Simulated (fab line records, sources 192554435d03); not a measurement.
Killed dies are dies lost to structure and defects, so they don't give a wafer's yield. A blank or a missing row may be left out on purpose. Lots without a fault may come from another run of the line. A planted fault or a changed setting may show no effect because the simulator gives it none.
fab line records | flow n5_finfet
record lots=3 wafers=9 last_day=19
route steps=1938 shown BEOL_M14@1753 BEOL_M15@1773 PASSIVATION@1936
lots that met no fault: from a run of the same line without faults
start_h: hours from the record's first day to the start of the lot's first wafer shown | wait_h: hours since the lot's step before | " the same as in the row above | L1.1+2: a row that stands for several wafers | - no value, or no start given | * or withheld: withheld | < > ~ a bound
route shown NAME@n: a module of which the file shows steps, and the number in the route of the first | usual: mean/standard deviation of fault-free wafers | same: alike in all rows | chamber/n: place in a boat | sites: the reading at each site | _std_site: their standard deviation | _edge_site: outer sites' mean less inner sites' | radius_mm: how far each site lies from the wafer's centre | mask NAME#n: copy n | behind: the tool/chamber that last shaped the wafer | hold: why the lot was held/for how many hours/how that ended | device: the transistor (n, p or np) that didn't switch | end of line: the same wafers' tests at the end of the route | a step without rows: its recipe alone | killed: dies lost to structure and defects at the first sort, not the wafer's yield | map: a wafer's dies, x killed, . not, _ none there
set.NAME: the setting as run; set.NAME@STEP: as run at that earlier step | model.NAME: the simulator's own value behind a step, which no gauge read
lots at some steps of the route; a table a step, a row a wafer
## steps
# step N5_BEOL_M14_TRENCH_ETCH_34
# recipe chemistry=C4F8/O2/Ar target=SiO2 target_depth_a=5566.5 mask_material=SOC he_inner_torr=15 he_outer_torr=30 time_s=126.9 ion_energy_ev=800 pressure_mtorr=20 source_w=1905 bias_w=2040 Ar_flow_sccm=400 C4F8_flow_sccm=16 O2_flow_sccm=12
# step N5_BEOL_M14_STRIP_70
# recipe chemistry=C4F8/O2/Ar resist=SiARC rf_frequency_hz=6e+07
# step N5_BEOL_M14_STRIP_37
# recipe chemistry=O2 power_w=600 temp_c=60 pressure_mtorr=30 rf_frequency_hz=6e+07 bias_power_w=0 overash_fraction=0.3 o2_flow_sccm=225
# step N5_BEOL_M14_ETCH_38
# recipe chemistry=CF4/N2 target=SiCN target_depth_a=1065 taper_deg=2 time_s=120.6 ion_energy_ev=150 mask_material=SiO2 pressure_mtorr=40 source_w=430 bias_w=70 Ar_flow_sccm=100 cf4_flow_sccm=60 n2_flow_sccm=60
# step N5_BEOL_M14_PRECLEAN_39
# recipe chemistry=residue_remover time_s=60 temp_c=40
# step N5_BEOL_M14_SRD_40
# recipe time_s=30 temp_c=23 rinse_liquid=diw dry=n2_spin spin_rpm=1500 dry_time_s=30
# step N5_BEOL_M14_DEGAS_41
# recipe ambient=vacuum temp_c=300 time_s=60
# step N5_BEOL_M14_PRE_CLEAN_42
# recipe gas=H2/He time_s=30 temp_c=300
# step N5_BEOL_M14_SPUTTER_43
# recipe material=TaN target_thk_a=150 temp_c=50 bias_v=168.6 power_w=15000 chamber_pressure_pa=0.12 time_s=24.19
# step N5_BEOL_M14_SPUTTER_44
# recipe material=Ta target_thk_a=150 temp_c=50 bias_v=80 power_w=15000 chamber_pressure_pa=0.07 time_s=24.19
# step N5_BEOL_M14_SPUTTER_45
# recipe material=Cu target_thk_a=1000 temp_c=-20 bias_v=60 power_w=26000 chamber_pressure_pa=0.13 time_s=16.67
# step N5_BEOL_M14_ECD_47
# recipe material=Cu target_thk_a=12480
# columns lot.wafer tool chamber start_h wait_h
L364.3+4+6 ecd_cu-01 1,0,1 285.69 0.1
L366.1+2+3 ecd_cu-01 0,1,1 299.64 0.1
L379.2+4+5 ecd_cu-01 1 439.08 0.1
# step N5_BEOL_M14_ANNEAL_48
# recipe temp_c=225 time_s=90 ambient=N2
# step N5_BEOL_M14_CMP_49
# recipe stop_on=SiO2 t_overpolish_s=5.2 down_force_psi=2 platen_rpm=80 clearing_platen_down_force_psi=2 clearing_platen_rpm=80 post_cmp_clean=cu_alkaline target_thk_nm=560 clearing_platen_pad_velocity_m_s=1.5917 pad_velocity_m_s=1.5917
# step N5_BEOL_M14_PRE_CLEAN_52
# recipe gas=NH3 time_s=15 temp_c=withheld rf_power_w=300
# step N5_BEOL_M14_DEP_53
# recipe material=SiCN target_thk_a=500 temp_c=withheld precursor=3MS/NH3 pressure_torr=3 rf_w=675 time_s=17.8
# step N5_BEOL_M15_ILD_DEP_00
# recipe material=SiO2 target_thk_a=16293 temp_c=400 precursor=TEOS/O2 pressure_torr=6.5 rf_w=900 teos_flow_sccm=161.4 gas=O2 flow_sccm=2650 time_s=346.1
# step N5_BEOL_M15_COAT_58
# recipe resist=BARC temp_c=205 time_s=60 spin_rpm=1500 resist_thk_nm=89
# step N5_BEOL_M15_COAT_04
# recipe spin_rpm=1704 resist_thk_nm=800
# step N5_BEOL_M15_EBR_06
# recipe solvent=PGMEA ebr_width_mm=1.5
# step N5_BEOL_M15_SOFTBAKE_05
# recipe temp_c=130 time_s=60
# step N5_BEOL_M15_EXPOSE_07
# recipe mask_id=V14 na=0.8 source_shape=annular sigma_inner=0.5 sigma_outer=0.8 polarization=unpolarized attpsm_phase_deg=180 dose_mj=41.25
# step N5_BEOL_M15_PEB_08
# recipe peb_temp_c=130 peb_time_s=90
# step N5_BEOL_M15_DEVELOP_09
# recipe develop_time_s=45 rinse_liquid=diw dry=air_spin dev_temp_c=21
# step N5_BEOL_M15_HARDBAKE_14
# recipe temp_c=130 time_s=120
# step N5_BEOL_M15_DESCUM_15
# recipe chemistry=O2 time_s=7.9 source_power_w=50 bias_power_w=20 pressure_mtorr=20 rf_frequency_hz=2.712e+07 temp_c=40 o2_flow_sccm=225
# step N5_BEOL_M15_ETCH_59
# recipe chemistry=N2/H2 target=BARC target_depth_a=890 overetch_a=267 time_s=67.9 ion_energy_ev=200 pressure_mtorr=30 source_w=840 bias_w=150 n2_flow_sccm=200 h2_flow_sccm=200
# step N5_BEOL_M15_VIA_ETCH_16
# recipe chemistry=C4F8/O2/Ar target=SiO2 he_inner_torr=15 he_outer_torr=30 target_depth_a=17922 time_s=withheld ion_energy_ev=800 pressure_mtorr=20 source_w=1905 bias_w=2040 Ar_flow_sccm=400 C4F8_flow_sccm=16 O2_flow_sccm=12 ends=cleared
# step N5_BEOL_M15_STRIP_63
# recipe chemistry=O2 power_w=600 temp_c=60 pressure_mtorr=30 rf_frequency_hz=6e+07 bias_power_w=0 overash_fraction=0.3 o2_flow_sccm=225
# step N5_BEOL_M15_STRIP_64
# recipe chemistry=O2 power_w=600 temp_c=60 pressure_mtorr=30 rf_frequency_hz=6e+07 bias_power_w=0 overash_fraction=0.3 o2_flow_sccm=225
# step N5_BEOL_M15_STRIP_65
# recipe chemistry=post_etch_residue_remover time_s=60 temp_c=25 remover_ph=withheld remover_water_wt_pct=withheld remover_fluoride_wt_pct=withheld
# step N5_BEOL_M15_SRD_66
# recipe time_s=30 temp_c=23 rinse_liquid=diw dry=n2_spin spin_rpm=1500 dry_time_s=30
# step N5_BEOL_M15_COAT_56
# recipe resist=SOC temp_c=250 time_s=60 spin_rpm=1500 resist_thk_nm=550
# step N5_PASSIVATION_PROBE_49
# usual defect_limited_yield=91.3/1.7 killed_at_M0_to_M3=33/9.9 killed_at_M4_up=14/6.4 killed_at_contacts=12/7 killed_at_front_end=41/13 killed_at_other=3.1/2.9 killed_dies=103/20 killed_on_rim=13/4 killed_open=67/14 killed_short=34/9.4 sort_bin_4_leakage=0.03/0.24 sort_bin_5_function=5.1/1.1 sort_bin_6_memory=3.2/0.79 sort_n_pass=1077/21 sort_yield_pct=91.2/1.7
# same gross_dies=1180 killed_at_back_side=0 sort_bin_8_speed[%]=0
# columns lot.wafer tool chamber start_h wait_h defect_limited_yield[%] killed_at_M0_to_M3 killed_at_M4_up killed_at_contacts killed_at_front_end killed_at_other killed_dies killed_on_rim killed_open killed_short sort_bin_4_leakage[%] sort_bin_5_function[%] sort_bin_6_memory[%] sort_n_pass sort_yield_pct[%]
L366.1 prober-02 - 324.82 0.0 54.6 28 445 18 44 1 536 63 62 34 0 26.3 15.6 644 54.6
# killed by level:class
L366.1 BEOL_M14:unspecified=436 MOL_CONTACT_COAG:geometric_particle:open=14 FIN_SAQP:geometric_particle:open=12 BEOL_M0_SAQP:geometric_particle:short=8 FIN_SAQP:geometric_particle:short=7 BEOL_M3:geometric_particle:open=5 BEOL_M0_SAQP:geometric_particle:open=5 SPACER0:geometric_particle:open=4
# map L366.1 (x killed, . not)
_________________......x....x________________
______________xxxx...x..xxxx..x._____________
___________.x...xx.x....x..x....xx.__________
__________.xxxx.xxx.x......x.x..xx.x_________
________.x.....x....x..x.xxx..x.xx.x.x_______
_______..x..x.x..x..xx..xxxx.xx.....xx.______
______x.xx.x.x...x...xx..x.xx.xxxxx..xxx_____
_____..xx..x.xx.x...x.....xx.x..xxx.xx...____
____xxx..x...xx.x.xx..x....x..x...x......x___
___x.x...x.xx..xxx..xxx.x...xxxx.x.x...x.x.__
___xx.x.xxxxx.......x..xx...x.x..x.x.xx.xxx__
__.xx.xxx.x..xx.xx.xx....xxxx.xxx..xx.x.xxxx_
__.x....x.x...xx...x..x...x..xx........x.xxx_
_....x.xxx..xx..x.....x.x...xxx.xx..xxx...x..
_.xxxx..x.x...x...xx...x..xx.x....x...xxxx...
_..xx.x.x..x..x.x.x.....x..x..xx.......xx...x
_xx.x.xxxxxx.x.xxx....xx.xx....xx..x..xxxx..x
_.xxx.x..x..xx....x.x.x.x.x.xx.....x..xx.x.xx
_x......x.x..xx.xx.xxx....xxxx..xxx.....xx...
_xx...xx..xxxx..x.x...x.xxxx.x.xx.x.xxx...x..
_....x..x.....xx....x.....xx..x.xxxx...x.x.x.
__x.x.xx.xx.xxx..x....x...x..xx.x.x..xxx.xx._
__.x.x...x.x.xx.xxx.xxx......x..x.xxxxxxx.xx_
___.xx.xxxxxx..x.x...xx.....x..xx.x.xxxxx..__
___x..x..x.xxx.xx...xxxx..x....xx.xxxxxxx.x__
____...xx......x.....x.x.xx.x.x.x.x...x.x.___
_____.x..xx.x..x....x.x.......x.xxxx..x..____
______...xxxx..xx.x...xx..xxx..x..xxxxx._____
_______..x...xx.xxxxx.x...x.xx..xx..x..______
________x..xxxxxxx.xx.x...x.xxx.x....x_______
__________.x..x.x.xxx...x.....xxx.x._________
___________xx.xx.....xxx..x....xxxx__________
______________x...x..x..x......x_____________
_________________..xx..x..x..________________
# map L364.3 (x killed, . not)
_________________.x.......x..________________
______________..x....xx........._____________
___________x.............x..x......__________
__________.xx..........x......x....._________
________...x.....x..............x....._______
_______..................x.............______
______...........x....x................._____
_____....................x...............____
____..........................x......x....___
___.........x.....xx......xxx.......x..x..x__
___......x....x...........x.....x......x...__
__....................................x....._
__........x....x.......x.................x.._
_........x.....x.......x.x.......x...........
_.x................x.............xx..........
_................x.........x...x..x..x.x.....
_..........x.x.....x.......x....x............
_.......................xx..x................
_.......xxx..x...x....................x......
_...x.........x.......................x......
_..x....xx....................x.xx....xxx..x.
__..x............x.............x.....x......_
__....x...x....x..x........................._
___................xx.........x...........x__
___.....x.....xx.xx.x..x....x....x.....x...__
____..........xx.......x...........xx.....___
_____x...x..............xx......x.x......____
______.........x............x.......x..._____
_______..................x.....x.......______
________.x.x............x.....xx..x..._______
__________.x.x.........x............_________
___________........xx..x.xx........__________
______________...x.............._____________
_________________............________________
## key
first_sign step=N5_PASSIVATION_PROBE_49 reading=killed_at_M4_up direction=up sigmas=68 usual=14 struck=445
effect step=N5_PASSIVATION_PROBE_49 reading=defect_limited_yield direction=down sigmas=21 usual=91.3 struck=54.6
more_kills_born_at N5_BEOL_M14_ECD_47@ecd_cu-01=436
met_at N5_BEOL_M14_ECD_47
struck_wafers L366.1
onset_between 285.69 299.64
fault kind=chamber_particle_source tool=ecd_cu-01 chamber=0 onset_h=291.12 steps=N5_BEOL_M14_ECD_47 rate_per_visit_cm2=0.89189 end_h=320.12
